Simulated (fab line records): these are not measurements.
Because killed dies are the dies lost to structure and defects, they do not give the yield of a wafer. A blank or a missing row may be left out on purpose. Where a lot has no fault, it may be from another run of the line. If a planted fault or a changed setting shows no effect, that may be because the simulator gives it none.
fab line records | flow n5_finfet
[record] lots = 7 | wafers = 18 | last_day = 17
route steps=1938 shown BEOL_M12@1624 PASSIVATION@1936
lots untouched by any fault: they come from a run of this same line in which no faults occurred
start_h: start of the lot's first displayed wafer, in hours after the record's first day | wait_h: hours elapsed since this lot's preceding step | " unchanged from the row above | L1.1+2: a single row standing in for several wafers | - no value, or no start was given | * or withheld: withheld | < > ~ a bound
route shown NAME@n: names a module that has steps shown in the file, with the first one's number in the route | usual: mean/standard deviation taken from wafers without a fault | same: alike in all rows | chamber/n: place in a boat | sites: per-site readings | _std_site: how widely they spread, as a standard deviation | _edge_site: outer sites' mean less inner sites' | radius_mm: for every site, how far away it sits from the centre of the wafer | mask NAME#n: copy n | behind: tool/chamber where the wafer was last shaped | hold: why the lot was held/for how many hours/how that ended | device: the transistor (n, p or np) that didn't switch | end of line: the tests these same wafers got at the end of their route | a step given without rows: its recipe and nothing more | killed: count of dies lost to structure and defects at first sort (not the wafer's yield) | map: a wafer's dies, x killed, . not, _ none there
set.NAME: setting as actually run; set.NAME@STEP: the setting as run at that earlier step | model.NAME: the simulator's own value behind a step, which no gauge read
lots at selected steps of the route; one table per step, one row per wafer
services: the hour from which a tool's chamber was out of use, counted from the record's first day as start_h (under 0 if before that day), plus the number of hours and why
[[steps]]
[step N5_BEOL_M12_COAT_66]
[recipe] resist = SiARC | temp_c = 220 | time_s = 60 | spin_rpm = 1500 | resist_thk_nm = 110
[step N5_BEOL_M12_COAT_22]
[recipe] spin_rpm = 2888 | resist_thk_nm = 300
[step N5_BEOL_M12_EBR_24]
[recipe] solvent = PGMEA | ebr_width_mm = 1.5
[step N5_BEOL_M12_SOFTBAKE_23]
[recipe] temp_c = 130 | time_s = 60
[step N5_BEOL_M12_EXPOSE_25]
[recipe] mask_id = M12 | na = 0.93 | source_shape = conventional | sigma_outer = 0.4 | polarization = unpolarized | dose_mj = 21.8
[step N5_BEOL_M12_PEB_26]
[recipe] peb_temp_c = 130 | peb_time_s = 90
[step N5_BEOL_M12_DEVELOP_27]
[recipe] develop_time_s = 45 | rinse_liquid = diw | dry = air_spin | dev_temp_c = 21
[step N5_BEOL_M12_HARDBAKE_32]
[recipe] temp_c = 130 | time_s = 120
[step N5_BEOL_M12_CD_MEAS_28]
[recipe] target_cd_nm = 160.2 | landing_energy_ev = 500 | detector = se_inlens | polarity = opening
[usual] cd_nm = 160.5/1.8
lot.wafer | tool      | chamber | start_h | wait_h | cd_nm
L633.3    | cd_sem-02 | 0       | 237.28  | -      | 161.3
L633.4    | "         | 0       | "       | "      | 158.5
L633.6    | "         | 0       | "       | "      | 161.5
L632.1    | cd_sem-01 | 0       | 243.33  | -      | 159.3
L632.3    | "         | 0       | "       | "      | 161.1
L632.4    | "         | 0       | "       | "      | 161.3
L640.1    | cd_sem-02 | 0       | 285.86  | -      | 157.1
L640.4    | "         | 0       | "       | "      | 160.4
L640.5    | "         | 0       | "       | "      | 159.9
L643.2    | cd_sem-01 | 0       | 306.59  | -      | 162.9
L643.3    | "         | 0       | "       | "      | 160.7
L643.5    | "         | 0       | "       | "      | 163.1
L650.4    | cd_sem-01 | 0       | 348.26  | -      | 163.0
L650.6    | "         | 0       | "       | "      | 161.6
L653.4    | cd_sem-01 | 0       | 365.00  | -      | 165.7
L653.5    | "         | 0       | "       | "      | 164.2
L652.1    | cd_sem-03 | 0       | 370.37  | -      | 161.6
L652.4    | "         | 0       | "       | "      | 159.8
[step N5_BEOL_M12_OVL_MEAS_29]
[recipe] points_per_wafer = 44
[usual] M12_OVL = 3/5.2
[same] points_per_wafer = 44
lot.wafer | tool       | chamber | start_h | wait_h | M12_OVL[nm]
L633.3    | overlay-02 | 0       | 237.31  | 0.0    | 3
L633.4    | "          | 0       | "       | "      | -2
L633.6    | "          | 0       | "       | "      | 6
L632.1    | overlay-01 | 0       | 243.36  | 0.0    | 7
L632.3    | "          | 0       | "       | "      | 13
L632.4    | "          | 0       | "       | "      | 4
L640.1    | overlay-02 | 0       | 285.89  | 0.0    | -3
L640.4    | "          | 0       | "       | "      | -10
L640.5    | "          | 0       | "       | "      | -1
L643.2    | overlay-01 | 0       | 306.62  | 0.0    | 4
L643.3    | "          | 0       | "       | "      | 3
L643.5    | "          | 0       | "       | "      | 10
L650.4    | overlay-02 | 0       | 348.28  | 0.0    | 5
L650.6    | "          | 0       | "       | "      | 8
L653.4    | overlay-02 | 0       | 365.03  | 0.0    | 7
L653.5    | "          | 0       | "       | "      | 6
L652.1    | overlay-02 | 0       | 370.40  | 0.0    | 1
L652.4    | "          | 0       | "       | "      | -2
[step N5_BEOL_M12_INSPECT_30]
[recipe] mode = adi | inspect_instrument = macro
[usual] raw_defect_count = 2.1/1.4
lot.wafer | tool              | chamber | start_h | wait_h | raw_defect_count
L633.3    | defect_inspect-02 | -       | 237.34  | 0.0    | 2
L633.4    | "                 | -       | "       | "      | 1
L633.6    | "                 | -       | "       | "      | 0
L632.1    | defect_inspect-02 | -       | 243.38  | 0.0    | 0
L632.3    | "                 | -       | "       | "      | 2
L632.4    | "                 | -       | "       | "      | 4
L640.1    | defect_inspect-02 | -       | 285.91  | 0.0    | 2
L640.4    | "                 | -       | "       | "      | 0
L640.5    | "                 | -       | "       | "      | 2
L643.2    | defect_inspect-01 | -       | 306.64  | 0.0    | 5
L643.3    | "                 | -       | "       | "      | 2
L643.5    | "                 | -       | "       | "      | 2
L650.4    | defect_inspect-01 | -       | 348.31  | 0.0    | 2
L650.6    | "                 | -       | "       | "      | 4
L653.4    | defect_inspect-01 | -       | 365.05  | 0.0    | 0
L653.5    | "                 | -       | "       | "      | 0
L652.1    | defect_inspect-01 | -       | 370.42  | 0.0    | 1
L652.4    | "                 | -       | "       | "      | 3
[step N5_BEOL_M12_DESCUM_33]
[recipe] chemistry = O2 | time_s = 7.9 | source_power_w = 50 | bias_power_w = 20 | pressure_mtorr = 20 | rf_frequency_hz = 2.712e+07 | temp_c = 40 | o2_flow_sccm = 225
[usual] drypump_motor_current_A = 5.3/0.52 | oes_product_au = 0.83/0.099 | rf_vpp_V = 243.1/1.4 | showerhead_plenum_p_Torr = 2.08/0.081 | throttle_valve_pct = 20.33/0.2
lot.wafer | tool        | chamber | start_h | wait_h | drypump_motor_current_A | oes_product_au | rf_hours_counter_h | rf_vpp_V | showerhead_plenum_p_Torr | throttle_valve_pct
L633.3    | rie_diel-01 | 2       | 237.40  | 0.1    | 6.3                     | 0.98           | 4                  | 243.4    | 2.04                     | 20.11
L633.4    | "           | 1       | "       | "      | 4.7                     | 0.70           | 222                | 243.5    | 2.15                     | 20.57
L633.6    | "           | 3       | "       | "      | 4.9                     | 0.95           | -                  | 242.9    | 2.07                     | 20.12
L632.1    | rie_diel-04 | 3       | 243.63  | 0.3    | 4.9                     | 0.68           | 227                | 242.8    | 2.14                     | 20.66
L632.3    | "           | 2       | "       | "      | 5.3                     | 0.69           | 219                | 240.6    | 2.02                     | 20.51
L632.4    | "           | 1       | "       | "      | 5.3                     | 0.91           | 25                 | 245.0    | 2.24                     | 20.31
L640.1    | rie_diel-01 | 3       | 286.05  | 0.1    | 4.9                     | 0.91           | 28                 | 242.1    | 2.06                     | 20.15
L640.4    | "           | 2       | "       | "      | 6.3                     | 0.92           | 21                 | 242.8    | 2.03                     | 20.13
L640.5    | "           | 3       | "       | "      | 4.8                     | 0.91           | -                  | 241.1    | 2.06                     | 20.14
L643.2    | rie_diel-01 | 3       | 306.79  | 0.1    | 4.8                     | 0.88           | 36                 | 241.5    | 2.06                     | 20.18
L643.3    | "           | 2       | "       | "      | 6.3                     | 0.90           | 30                 | 242.6    | 2.03                     | 20.15
L643.5    | "           | 2       | "       | "      | 6.3                     | 0.91           | -                  | 243.1    | 2.03                     | 20.16
L650.4    | rie_diel-04 | 1       | 348.34  | 0.0    | 5.3                     | 0.84           | 69                 | 245.1    | 2.23                     | 20.39
L650.6    | "           | 2       | "       | "      | 5.3                     | 0.96           | -                  | 245.1    | 2.28                     | 20.01
L653.4    | rie_diel-04 | 3       | 365.09  | 0.0    | 4.9                     | 0.92           | 17                 | 244.6    | 2.12                     | 20.27
L653.5    | "           | 1       | "       | "      | 5.4                     | 0.82           | -                  | 243.4    | 2.22                     | 20.40
L652.1    | rie_diel-04 | 2       | 370.46  | 0.0    | 5.3                     | 0.93           | 8                  | 245.8    | 2.27                     | 20.03
L652.4    | "           | 1       | "       | "      | 5.3                     | 0.82           | 76                 | 244.4    | 2.22                     | 20.37
[step N5_BEOL_M12_ETCH_67]
[recipe] chemistry = CF4 | target = SiARC | target_depth_a = 1430 | time_s = 238.3 | ion_energy_ev = 80 | pressure_mtorr = 40 | source_w = 545 | bias_w = 36 | Ar_flow_sccm = 100 | cf4_flow_sccm = 100 | ends = cleared
[usual] drypump_motor_current_A = 5.3/0.53 | etch_rf_on_time_s = 241/6.4 | oes_product_au = 0.70/0.081 | rf_vpp_V = 184.1/1.4 | showerhead_plenum_p_Torr = 2.12/0.073 | throttle_valve_pct = 15.48/0.26
lot.wafer | tool        | chamber | start_h | wait_h | drypump_motor_current_A | etch_rf_on_time_s | oes_product_au | rf_hours_counter_h | rf_vpp_V | showerhead_plenum_p_Torr | throttle_valve_pct
L633.3    | rie_diel-01 | 2       | 237.44  | 0.0    | 6.3                     | 246               | 0.80           | 4                  | 183.8    | 2.09                     | 15.30
L633.4    | "           | 1       | "       | "      | 4.7                     | 238               | 0.61           | 222                | 184.5    | 2.20                     | 15.78
L633.6    | "           | 3       | "       | "      | 4.9                     | 234               | 0.81           | -                  | 184.2    | 2.09                     | 15.08
L632.1    | rie_diel-04 | 3       | 243.67  | 0.0    | 4.9                     | 252               | 0.57           | 227                | 184.0    | 2.22                     | 16.03
L632.3    | "           | 2       | "       | "      | 5.3                     | 242               | 0.59           | 219                | 182.1    | 2.04                     | 15.49
L632.4    | "           | 1       | "       | "      | 5.3                     | 247               | 0.75           | 25                 | 185.5    | 2.25                     | 15.25
L640.1    | rie_diel-01 | 3       | 286.08  | 0.0    | 4.8                     | 232               | 0.77           | 28                 | 183.7    | 2.08                     | 15.11
L640.4    | "           | 2       | "       | "      | 6.3                     | 246               | 0.76           | 21                 | 184.6    | 2.08                     | 15.32
L640.5    | "           | 3       | "       | "      | 4.9                     | 233               | 0.78           | -                  | 184.3    | 2.08                     | 15.11
L643.2    | rie_diel-01 | 3       | 306.83  | 0.0    | 4.8                     | 236               | 0.76           | 36                 | 184.1    | 2.08                     | 15.13
L643.3    | "           | 2       | "       | "      | 6.3                     | 247               | 0.74           | 30                 | 184.2    | 2.08                     | 15.35
L643.5    | "           | 2       | "       | "      | 6.3                     | 250               | 0.74           | -                  | 183.2    | 2.08                     | 15.33
L650.4    | rie_diel-04 | 1       | 348.37  | 0.0    | 5.3                     | 175               | 0.85           | 69                 | 185.4    | 2.24                     | 15.33
L650.6    | "           | 2       | "       | "      | 5.3                     | 238               | 0.82           | -                  | 186.6    | 2.28                     | 14.99
L653.4    | rie_diel-04 | 3       | 365.12  | 0.0    | 4.9                     | 166               | 0.97           | 18                 | 184.3    | 2.20                     | 15.61
L653.5    | "           | 1       | "       | "      | 5.3                     | 173               | 0.85           | -                  | 186.3    | 2.23                     | 15.35
L652.1    | rie_diel-04 | 2       | 370.49  | 0.0    | 5.3                     | 241               | 0.79           | 8                  | 186.3    | 2.28                     | 15.02
L652.4    | "           | 1       | "       | "      | 5.3                     | 178               | 0.83           | 76                 | 185.9    | 2.23                     | 15.34
[step N5_BEOL_M12_ETCH_68]
[recipe] chemistry = N2/H2 | target = SOC | mask_material = SiARC | source_w = 3000 | bias_w = 350 | temp_c = 40 | time_s = 285 | ion_energy_ev = 200 | pressure_mtorr = 30 | n2_flow_sccm = 200 | h2_flow_sccm = 200
[usual] drypump_motor_current_A = 5.3/0.53 | oes_product_au = 0.83/0.097 | rf_vpp_V = 523.4/2.6 | showerhead_plenum_p_Torr = 2.53/0.089 | throttle_valve_pct = 17.67/0.23
lot.wafer | tool        | chamber | start_h | wait_h | drypump_motor_current_A | oes_product_au | rf_hours_counter_h | rf_vpp_V | showerhead_plenum_p_Torr | throttle_valve_pct
L633.3    | rie_diel-01 | 2       | 237.58  | 0.1    | 6.3                     | 0.97           | 4                  | 523.6    | 2.50                     | 17.58
L633.4    | "           | 1       | "       | "      | 4.8                     | 0.71           | 222                | 526.0    | 2.61                     | 17.90
L633.6    | "           | 3       | "       | "      | 4.8                     | 0.96           | -                  | 522.0    | 2.51                     | 17.37
L632.1    | rie_diel-04 | 3       | 243.81  | 0.1    | 4.9                     | 0.67           | 227                | 526.2    | 2.60                     | 18.02
L632.3    | "           | 2       | "       | "      | 5.3                     | 0.69           | 219                | 520.4    | 2.43                     | 17.73
L632.4    | "           | 1       | "       | "      | 5.4                     | 0.90           | 25                 | 528.5    | 2.70                     | 17.60
L640.1    | rie_diel-01 | 3       | 286.23  | 0.1    | 4.9                     | 0.91           | 28                 | 521.1    | 2.50                     | 17.41
L640.4    | "           | 2       | "       | "      | 6.3                     | 0.91           | 21                 | 522.8    | 2.50                     | 17.60
L640.5    | "           | 3       | "       | "      | 4.9                     | 0.90           | -                  | 522.8    | 2.50                     | 17.41
L643.2    | rie_diel-01 | 3       | 306.97  | 0.1    | 4.9                     | 0.89           | 36                 | 523.0    | 2.50                     | 17.42
L643.3    | "           | 2       | "       | "      | 6.3                     | 0.88           | 30                 | 522.5    | 2.49                     | 17.63
L643.5    | "           | 2       | "       | "      | 6.3                     | 0.89           | -                  | 522.0    | 2.49                     | 17.62
L650.4    | rie_diel-04 | 1       | 348.52  | 0.1    | 5.4                     | 0.83           | 69                 | 525.8    | 2.68                     | 17.69
L650.6    | "           | 2       | "       | "      | 5.3                     | 0.96           | -                  | 527.4    | 2.74                     | 17.26
L653.4    | rie_diel-04 | 3       | 365.27  | 0.1    | 4.8                     | 0.91           | 18                 | 526.0    | 2.58                     | 17.59
L653.5    | "           | 1       | "       | "      | 5.3                     | 0.82           | -                  | 527.4    | 2.68                     | 17.69
L652.1    | rie_diel-04 | 2       | 370.64  | 0.1    | 5.3                     | 0.94           | 8                  | 528.9    | 2.74                     | 17.26
L652.4    | "           | 1       | "       | "      | 5.4                     | 0.82           | 76                 | 526.8    | 2.68                     | 17.70
[step N5_PASSIVATION_PROBE_49]
[usual] defect_limited_yield = 91.1/1.5 | killed_at_M0_to_M3 = 35/11 | killed_at_M4_up = 13/5.7 | killed_at_contacts = 12/5.7 | killed_at_front_end = 40/11 | killed_at_other = 4/4.4 | killed_dies = 105/18 | killed_open = 68/14 | killed_short = 34/7.4 | sort_bin_5_function = 5.2/1 | sort_bin_6_memory = 3.3/0.67 | sort_n_pass = 1074/18 | sort_yield_pct = 91.0/1.5
[same] gross_dies = 1180 | killed_at_back_side = 0 | sort_bin_4_leakage[%] = 0 | sort_bin_8_speed[%] = 0
lot.wafer | tool      | chamber | start_h | wait_h | defect_limited_yield[%] | killed_at_M0_to_M3 | killed_at_M4_up | killed_at_contacts | killed_at_front_end | killed_at_other | killed_dies | killed_open | killed_short | sort_bin_5_function[%] | sort_bin_6_memory[%] | sort_n_pass | sort_yield_pct[%]
L633.3    | prober-01 | -       | 268.84  | 0.1    | 89.7                    | 51                 | 13              | 9                  | 48                  | 1               | 122         | 83          | 37           | 5.8                    | 4.0                  | 1058        | 89.7
L633.4    | prober-01 | -       | 268.89  | 0.2    | 88.6                    | 40                 | 24              | 16                 | 52                  | 3               | 135         | 99          | 35           | 6.0                    | 5.3                  | 1045        | 88.6
L633.6    | prober-01 | -       | 268.99  | 0.3    | 89.3                    | 56                 | 12              | 4                  | 48                  | 6               | 126         | 86          | 38           | 6.4                    | 3.7                  | 1054        | 89.3
L632.1    | prober-01 | -       | 282.66  | 0.0    | 90.8                    | 62                 | 5               | 8                  | 28                  | 5               | 108         | 71          | 30           | 4.6                    | 4.3                  | 1072        | 90.8
L632.3    | prober-01 | -       | 282.76  | 0.1    | 90.7                    | 36                 | 11              | 10                 | 46                  | 7               | 110         | 59          | 39           | 5.7                    | 2.8                  | 1070        | 90.7
L632.4    | prober-01 | -       | 282.81  | 0.2    | 89.7                    | 52                 | 10              | 24                 | 30                  | 5               | 121         | 74          | 46           | 5.6                    | 4.2                  | 1059        | 89.7
L640.1    | prober-01 | -       | 320.51  | 0.0    | 91.4                    | 26                 | 6               | 9                  | 59                  | 1               | 101         | 54          | 44           | 5.8                    | 2.4                  | 1079        | 91.4
L640.4    | prober-01 | -       | 320.66  | 0.2    | 91.8                    | 37                 | 8               | 10                 | 42                  | 0               | 97          | 65          | 31           | 4.2                    | 3.4                  | 1083        | 91.8
L640.5    | prober-01 | -       | 320.71  | 0.2    | 89.5                    | 59                 | 11              | 12                 | 41                  | 1               | 124         | 85          | 39           | 6.8                    | 3.7                  | 1056        | 89.5
L643.2    | prober-02 | -       | 345.91  | 0.4    | 91.3                    | 25                 | 10              | 11                 | 56                  | 1               | 103         | 67          | 33           | 4.7                    | 3.7                  | 1077        | 91.3
L643.3    | prober-02 | -       | 345.96  | 0.4    | 91.6                    | 32                 | 19              | 4                  | 39                  | 5               | 99          | 75          | 24           | 4.6                    | 3.6                  | 1081        | 91.6
L643.5    | prober-02 | -       | 346.06  | 0.5    | 91.4                    | 40                 | 21              | 14                 | 23                  | 4               | 102         | 63          | 34           | 4.2                    | 3.6                  | 1078        | 91.4
L650.4    | prober-01 | -       | 390.89  | 0.2    | 88.8                    | 29                 | 14              | 17                 | 51                  | 21              | 132         | 76          | 37           | 6.9                    | 3.6                  | 1048        | 88.8
L650.6    | prober-01 | -       | 390.99  | 0.3    | 85.7                    | 53                 | 9               | 9                  | 65                  | 33              | 169         | 91          | 46           | 10.3                   | 3.6                  | 1011        | 85.7
L652.1    | prober-01 | -       | 401.50  | 0.0    | 92.3                    | 21                 | 10              | 14                 | 42                  | 4               | 91          | 60          | 29           | 3.4                    | 4.0                  | 1089        | 92.3
L652.4    | prober-01 | -       | 401.65  | 0.2    | 93.2                    | 36                 | 16              | 7                  | 20                  | 1               | 80          | 46          | 32           | 3.7                    | 2.8                  | 1100        | 93.2
L653.4    | prober-02 | -       | 405.51  | 0.2    | 92.5                    | 24                 | 19              | 8                  | 33                  | 4               | 88          | 65          | 23           | 4.3                    | 3.1                  | 1092        | 92.5
L653.5    | prober-02 | -       | 405.56  | 0.2    | 93.4                    | 23                 | 7               | 9                  | 31                  | 8               | 78          | 49          | 23           | 3.6                    | 2.3                  | 1102        | 93.4
// killed by level:class
L633.3 STI_FIN_REVEAL:geometric_particle:open=16 BEOL_M1:geometric_particle:open=16 BEOL_M0_SAQP:geometric_particle:short=9 DUMMY_GATE:geometric_particle:open=7 BEOL_M2:geometric_particle:open=7 FIN_SAQP:geometric_particle:short=6 BEOL_M4:geometric_particle:open=6 BEOL_M0_SAQP:geometric_particle:open=6
L633.4 STI_FIN_REVEAL:geometric_particle:open=15 FIN_SAQP:geometric_particle:open=14 MOL_CONTACT_COAG:geometric_particle:open=14 BEOL_M4:geometric_particle:open=13 BEOL_M3:geometric_particle:open=12 BEOL_M0_SAQP:geometric_particle:short=11 BEOL_M0_SAQP:geometric_particle:open=8 STARTING-WAFER:geometric_particle:short=7
L633.6 BEOL_M3:geometric_particle:open=22 STI_FIN_REVEAL:geometric_particle:open=15 BEOL_M0_SAQP:geometric_particle:short=14 FIN_SAQP:geometric_particle:open=10 BEOL_M0_SAQP:geometric_particle:open=9 BEOL_M4:geometric_particle:open=7 DUMMY_GATE:geometric_particle:open=5 GATE_CUT:geometric_particle:short=4
L632.1 BEOL_M3:geometric_particle:open=16 BEOL_M2:geometric_particle:open=11 BEOL_M0_SAQP:geometric_particle:open=9 STI_FIN_REVEAL:geometric_particle:open=8 BEOL_M0_SAQP:geometric_particle:short=8 BEOL_M1:geometric_particle:open=8 MOL_CONTACT_COAG:geometric_particle:open=6 FIN_SAQP:geometric_particle:open=5
L632.3 FIN_SAQP:geometric_particle:open=10 MOL_CONTACT_COAG:geometric_particle:open=9 BEOL_M2:geometric_particle:open=6 BEOL_M0_SAQP:geometric_particle:short=6 BEOL_M0_SAQP:geometric_particle:open=6 BEOL_M3:geometric_particle:short=6 GATE_CUT:geometric_particle:short=5 FIN_SAQP:geometric_particle:short=4
L632.4 MOL_CONTACT_COAG:geometric_particle:open=20 BEOL_M2:geometric_particle:open=14 BEOL_M0_SAQP:geometric_particle:short=13 BEOL_M3:geometric_particle:open=10 FIN_SAQP:geometric_particle:short=6 BEOL_M1:geometric_particle:short=5 FIN_SAQP:geometric_particle:open=4 STI_FIN_REVEAL:geometric_particle:short=4
L640.1 STI_FIN_REVEAL:geometric_particle:open=19 BEOL_M0_SAQP:geometric_particle:open=8 STARTING-WAFER:geometric_particle:short=7 FIN_SAQP:geometric_particle:open=6 STI_FIN_REVEAL:geometric_particle:short=6 BEOL_M0_SAQP:geometric_particle:short=6 FIN_SAQP:geometric_particle:short=5 BEOL_M2:geometric_particle:open=5
L640.4 STI_FIN_REVEAL:geometric_particle:open=16 BEOL_M0_SAQP:geometric_particle:open=11 FIN_SAQP:geometric_particle:open=9 BEOL_M0_SAQP:geometric_particle:short=8 MOL_CONTACT_COAG:geometric_particle:open=8 BEOL_M1:geometric_particle:open=5 FIN_SAQP:geometric_particle:short=4 STI_FIN_REVEAL:geometric_particle:short=3
L640.5 STI_FIN_REVEAL:geometric_particle:open=19 BEOL_M0_SAQP:geometric_particle:short=19 BEOL_M2:geometric_particle:open=17 BEOL_M0_SAQP:geometric_particle:open=12 MOL_CONTACT_COAG:geometric_particle:open=10 DUMMY_GATE:geometric_particle:open=7 BEOL_M5:geometric_particle:open=5 BEOL_M4:geometric_particle:open=4
L643.2 STI_FIN_REVEAL:geometric_particle:open=25 MOL_CONTACT_COAG:geometric_particle:open=8 BEOL_M0_SAQP:geometric_particle:open=8 BEOL_M0_SAQP:geometric_particle:short=7 GATE_CUT:geometric_particle:short=5 FIN_SAQP:geometric_particle:short=4 FIN_SAQP:geometric_particle:open=4 BEOL_M2:geometric_particle:open=4
L643.3 STI_FIN_REVEAL:geometric_particle:open=16 BEOL_M4:geometric_particle:open=11 BEOL_M0_SAQP:geometric_particle:open=10 BEOL_M3:geometric_particle:open=9 FIN_SAQP:geometric_particle:open=6 GATE_CUT:geometric_particle:short=4 BEOL_M2:geometric_particle:open=4 MOL_CONTACT_COAG:geometric_particle:open=3
L643.5 BEOL_M0_SAQP:geometric_particle:short=15 MOL_CONTACT_COAG:geometric_particle:open=12 BEOL_M0_SAQP:geometric_particle:open=10 BEOL_M3:geometric_particle:open=7 BEOL_M5:geometric_particle:open=6 FIN_SAQP:geometric_particle:open=5 DUMMY_GATE:geometric_particle:open=5 BEOL_M4:geometric_particle:open=5
L650.4 MIM_TOP_ETCH:area_etch=18 STI_FIN_REVEAL:geometric_particle:open=17 FIN_SAQP:geometric_particle:short=15 MOL_CONTACT_COAG:geometric_particle:open=15 BEOL_M0_SAQP:geometric_particle:short=8 BEOL_M4:geometric_particle:open=6 FIN_SAQP:geometric_particle:open=5 BEOL_M1:geometric_particle:open=5
L650.6 MIM_TOP_ETCH:area_etch=29 STI_FIN_REVEAL:geometric_particle:open=18 FIN_SAQP:geometric_particle:short=11 BEOL_M0_SAQP:geometric_particle:short=11 BEOL_M0:geometric_particle:open=11 MOL_CONTACT_COAG:geometric_particle:open=9 BEOL_M0_SAQP:geometric_particle:open=8 BEOL_M2:geometric_particle:open=8
L652.1 DUMMY_GATE:geometric_particle:open=11 MOL_CONTACT_COAG:geometric_particle:open=11 FIN_SAQP:geometric_particle:short=5 GATE_CUT:geometric_particle:short=5 STI_FIN_REVEAL:geometric_particle:open=4 DUMMY_GATE:geometric_particle:short=4 GATE_CUT:geometric_particle:open=4 BEOL_M0_SAQP:geometric_particle:open=4
L652.4 BEOL_M2:geometric_particle:open=14 GATE_CUT:geometric_particle:short=6 MOL_CONTACT_COAG:geometric_particle:open=6 BEOL_M0:geometric_particle:short=6 BEOL_M4:geometric_particle:short=5 STI_FIN_REVEAL:geometric_particle:open=4 BEOL_M0_SAQP:geometric_particle:short=3 BEOL_M0_SAQP:geometric_particle:open=3
L653.4 MOL_CONTACT_COAG:geometric_particle:open=7 BEOL_M0:geometric_particle:open=7 STARTING-WAFER:geometric_particle:open=7 FIN_SAQP:geometric_particle:open=6 STI_FIN_REVEAL:geometric_particle:open=5 BEOL_M2:geometric_particle:open=5 FIN_SAQP:geometric_particle:short=4 DUMMY_GATE:geometric_particle:open=4
L653.5 BEOL_M3:geometric_particle:open=9 STI_FIN_REVEAL:geometric_particle:open=6 FIN_SAQP:geometric_particle:open=5 BEOL_M2:geometric_particle:open=5 MIM_TOP_ETCH:geometric_particle:short=5 HKMG_FIN:area_etch=5 MOL_CONTACT_COAG:geometric_particle:open=4 MOL_CONTACT_COAG:geometric_particle:short=4
[[services]]
tool        | chamber | start_h | hours | kind
rie_diel-04 | -       | 235.24  | 2.8   | pm
rie_diel-04 | -       | 240.99  | 2.6   | repair
rie_diel-01 | 0       | 269.87  | 1.4   | repair
rie_diel-04 | 3       | 299.41  | -     | clean
rie_diel-04 | 3       | 299.41  | -     | consumable_replace:focus_ring
rie_diel-04 | 3       | 299.41  | 19.9  | scheduled_down
rie_diel-04 | 3       | 299.41  | 19.9  | vent_cycle
rie_diel-01 | 1       | 317.11  | -     | clean
rie_diel-01 | 1       | 317.11  | -     | consumable_replace:focus_ring
rie_diel-01 | 1       | 317.11  | 17.8  | scheduled_down
rie_diel-01 | 1       | 317.11  | 17.8  | vent_cycle
rie_diel-04 | 2       | 320.59  | 4.6   | repair
rie_diel-04 | 2       | 325.46  | -     | clean
rie_diel-04 | 2       | 325.46  | -     | consumable_replace:focus_ring
rie_diel-04 | 2       | 325.46  | -     | consumable_replace:showerhead
rie_diel-04 | 2       | 325.46  | 17.0  | scheduled_down
rie_diel-04 | 2       | 325.46  | 17.0  | vent_cycle
rie_diel-01 | 1       | 350.04  | 2.2   | repair
[[key]]
[first_sign] step = N5_BEOL_M12_ETCH_67 | reading = etch_rf_on_time_s | direction = down | sigmas = 11 | usual = * | struck = *
[effect] step = N5_BEOL_M12_ETCH_67 | reading = oes_product_au | direction = up | sigmas = 2.1 | usual = 0.70 | struck = 0.87 | wafers_moved = 1
met_at N5_BEOL_M12_ETCH_67
struck_wafers L650.4,L652.4,L653.4,L653.5
[baseline_loss] step = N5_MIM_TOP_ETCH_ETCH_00 | wafers = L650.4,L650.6
onset_between 243.67 348.37
[fault] kind = process_parameter_drift | tool = rie_diel-04 | chamber = - | onset_h = 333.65 | steps = N5_BEOL_M12_ETCH_67 | channel = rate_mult | offset = 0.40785 | shape = step | end_h = 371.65 | scope = struck_wafers_only
// baseline_loss: these wafers lose ten dies or more at that step, a loss of the line's own and not of a fault; the sort's usual values leave them out
